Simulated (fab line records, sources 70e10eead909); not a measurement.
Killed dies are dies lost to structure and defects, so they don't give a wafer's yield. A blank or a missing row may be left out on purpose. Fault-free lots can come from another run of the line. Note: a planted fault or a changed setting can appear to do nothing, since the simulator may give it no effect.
Matching of chambers ; flow nand_harc ; 4 sister chambers for NHARC_P_M0_ETCH_34 on rie_diel-12
The step etches the open film in N2/H2, target depth 40 nm, overetch 12 nm, time 43.94 s. 4 wafers are shown with their chamber, then 8 later ones without.

WAFERS WITH THEIR CHAMBER
wafer;chamber;showerhead_plenum_p_Torr (Torr)
L083.3;0;1.91
L091.2;2;2.13
L091.6;1;2.14
L092.4;3;1.99

WAFERS WHOSE CHAMBER IS MISSING
wafer;showerhead_plenum_p_Torr (Torr)
L092.5;2.13
L092.6;1.91
L094.1;2.13
L094.2;1.99
L094.4;1.99
L097.2;1.90
L097.4;2.13
L097.5;1.90

CHAMBER TAKEN BY EACH
wafer;from the rows above;in truth
L092.5;2;2
L092.6;0;0
L094.1;2;2
L094.2;3;3
L094.4;3;3
L097.2;0;0
L097.4;2;2
L097.5;0;0
Correct placement for 8 of the 8. Can't be placed from these rows: 0. Wrongly placed: 0.
How it was worked out, from the rows above alone: a wafer's distance from a chamber is the root of the sum, over the readings, of the square of ((its reading less the chamber's mean) divided by the reading's scatter). If the next closest chamber is less than 2 further off than the closest, the wafer can't be placed; otherwise it belongs to the closest. A chamber's mean is the mean of its shown wafers. The scatter (one wafer shown for each chamber): square how far every hidden wafer sits from the nearest shown wafer, average those squares and take the square root.
